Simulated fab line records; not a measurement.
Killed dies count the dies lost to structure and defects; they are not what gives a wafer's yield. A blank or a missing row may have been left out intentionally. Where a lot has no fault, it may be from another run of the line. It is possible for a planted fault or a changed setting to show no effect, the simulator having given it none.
A struck lot beside a sound one | flow nandHarc | 43 out of 1159 route steps
Sound: wafers L461.2, L461.4, L461.5. Struck: wafers L479.1, L479.2, L479.3. The cause is given at the end.
Per side, at each step with rows, come the tool, then ch with its chambers, and then its first start. Under that, the readings that differ: sound wafers | struck wafers | difference of the means | sigmas: that difference in standard deviations of wafers without a fault.
alike: words and numbers the same on both sides, and readings whose means are apart by under 2 such deviations; not compared: readings that were withheld, readings missing a value for some wafer, numbers with overlapping values and no deviation given by the record, and bounds like >300 which may hide the same value.
Wherever a step has rows on one side only, a row that says differs or no value, or a row with sigmas, the two part there. Numbers that don't overlap but have no deviation are shown without sigmas and don't part them. Lack of a reading on every wafer of one side parts them only where that side has two or more wafers.

NHARC_P_ZERO_WELL_CD_MEAS_24 targets a cd of 720 nm.
  sound on cdSem-03 ch 0, day 2 02:34; struck on cdSem-01 ch 0, day 6 14:35
  alike: cdNm
then, 1 step without rows for these wafers: NHARC_P_ZERO_WELL_HARDBAKE_25 (time 80 s).
NHARC_P_ZERO_WELL_DESCUM_26: chemistry O2, time 3 s.
  sound on rieDiel-09 ch 2,3, day 2 02:44; struck on rieDiel-08 ch 0,1,2, day 6 14:45
  alike: drypumpMotorCurrentA, oesProductAu, rfVppV, showerheadPlenumPTorr, throttleValvePct
  not compared: rfHoursCounterH
then, 9 steps without rows for these wafers: NHARC_P_ZERO_WELL_IMPLANT_27; NHARC_P_ZERO_WELL_IMPLANT_57; NHARC_P_ZERO_WELL_IMPLANT_58; NHARC_P_ZERO_WELL_STRIP_28 (strips in SPM, time 840 s); NHARC_P_ZERO_WELL_DEHYDRATE_29 (time 120 s); NHARC_P_ZERO_WELL_HMDS_30 (time 30 s); NHARC_P_ZERO_WELL_COAT_31; NHARC_P_ZERO_WELL_SOFTBAKE_32 (time 95 s); NHARC_P_ZERO_WELL_EBR_33.
NHARC_P_ZERO_WELL_EXPOSE_34: exposes mask P PWELL, target cd 720 nm.
  sound on krfScanner-01 ch 0, day 2 04:03; struck on krfScanner-02 ch 0, day 6 16:05
reading                           | sound             | struck               | difference | sigmas
model.P_ZERO_WELL.overlayXNm (nm) | 3.155 3.155 3.155 | -107.4 -107.4 -107.4 | -110.6     | 
  alike: mask
then, 2 steps without rows for these wafers: NHARC_P_ZERO_WELL_PEB_35 (peb time 85 s); NHARC_P_ZERO_WELL_DEVELOP_36 (time 70 s).
NHARC_P_ZERO_WELL_CD_MEAS_37 targets a cd of 720 nm.
  sound on cdSem-01 ch 0, day 2 04:13; struck on cdSem-03 ch 0, day 6 16:14
  alike: cdNm
then, 1 step without rows for these wafers: NHARC_P_ZERO_WELL_HARDBAKE_38 (time 80 s).
NHARC_P_ZERO_WELL_DESCUM_39: chemistry O2, time 3 s.
  sound on rieDiel-08 ch 0,1, day 2 04:22; struck on rieDiel-08 ch 0,1,3, day 6 16:25
  alike: drypumpMotorCurrentA, oesProductAu, rfVppV, showerheadPlenumPTorr, throttleValvePct
  not compared: rfHoursCounterH
then, 12 steps without rows for these wafers: NHARC_P_ZERO_WELL_IMPLANT_40; NHARC_P_ZERO_WELL_IMPLANT_59; NHARC_P_ZERO_WELL_IMPLANT_60; NHARC_P_ZERO_WELL_STRIP_41 (strips in SPM, time 840 s); NHARC_P_ZERO_WELL_DEHYDRATE_44 (time 120 s); NHARC_P_ZERO_WELL_HMDS_45 (time 30 s); NHARC_P_ZERO_WELL_COAT_46; NHARC_P_ZERO_WELL_SOFTBAKE_47 (time 95 s); NHARC_P_ZERO_WELL_EBR_48; NHARC_P_ZERO_WELL_EXPOSE_49 (exposes mask P HVPW, target cd 2000 nm); NHARC_P_ZERO_WELL_PEB_50 (peb time 85 s); NHARC_P_ZERO_WELL_DEVELOP_51 (time 70 s).
NHARC_P_ZERO_WELL_CD_MEAS_52 targets a cd of 2000 nm.
  sound on cdSem-01 ch 0, day 2 05:50; struck on cdSem-03 ch 0, day 6 17:53
reading   | sound                | struck               | difference | sigmas
cdNm (nm) | 2005.0 2001.9 2002.2 | 1998.8 1993.8 1998.4 | -6.0       | -2
then, 1 step without rows for these wafers: NHARC_P_ZERO_WELL_HARDBAKE_53 (time 80 s).
NHARC_P_ZERO_WELL_DESCUM_54: chemistry O2, time 3 s.
  sound on rieDiel-09 ch 0,1,3, day 2 06:02; struck on rieDiel-08 ch 1,2,3, day 6 18:03
  alike: drypumpMotorCurrentA, oesProductAu, rfVppV, showerheadPlenumPTorr, throttleValvePct
  not compared: rfHoursCounterH
then, 5 steps without rows for these wafers: NHARC_P_ZERO_WELL_IMPLANT_55; NHARC_P_ZERO_WELL_IMPLANT_61; NHARC_P_ZERO_WELL_STRIP_56 (strips in SPM, time 840 s); NHARC_P_ZERO_WELL_PRECLEAN_68 (cleans in SC1, time 60 s); NHARC_P_ZERO_WELL_SRD_69.
NHARC_P_ZERO_WELL_RTA_42: time 300 s.
  sound on rtpAnneal-02 ch 0, day 2 07:06; struck on rtpAnneal-02 ch 0, day 6 19:01
  alike: lampPowerPct, lamp_zone_6_pct, wafer_temp_C_max
NHARC_P_ZERO_WELL_INSPECT_43:
  sound: defectInspect-01 at day 2 07:40; struck: defectInspect-01 at day 6 19:41
  alike: rawDefectCount
then, 2 steps without rows for these wafers: NHARC_P_STI_ETCH_26 (etches SiO2 in dHF, target depth 11 nm); NHARC_P_STI_PRECLEAN_27 (cleans in SC1).
-- jump in the record: it breaks off in module P_STI and resumes in module END (first step shown: number 1159 of the route), and 17 days separate the struck wafers' starts before and after --
NHARC_END_SORT_01:
  sound on prober-02 ch 0, day 19 21:35; struck on prober-02 ch 0, day 24 05:52
reading           | sound    | struck      | difference | sigmas
killedAtPeriphery | 3 3 2    | 83 107 93   | +92        | +35
killedDies        | 23 33 28 | 112 135 118 | +94        | +10
  alike: killedAtArray, killedAtOther, killedOpen, killedShort

== WHERE THEY PART ==
At NHARC_P_ZERO_WELL_CD_MEAS_52 first; at NHARC_END_SORT_01 last (within this record only).

WHY: what had been put in by the simulator
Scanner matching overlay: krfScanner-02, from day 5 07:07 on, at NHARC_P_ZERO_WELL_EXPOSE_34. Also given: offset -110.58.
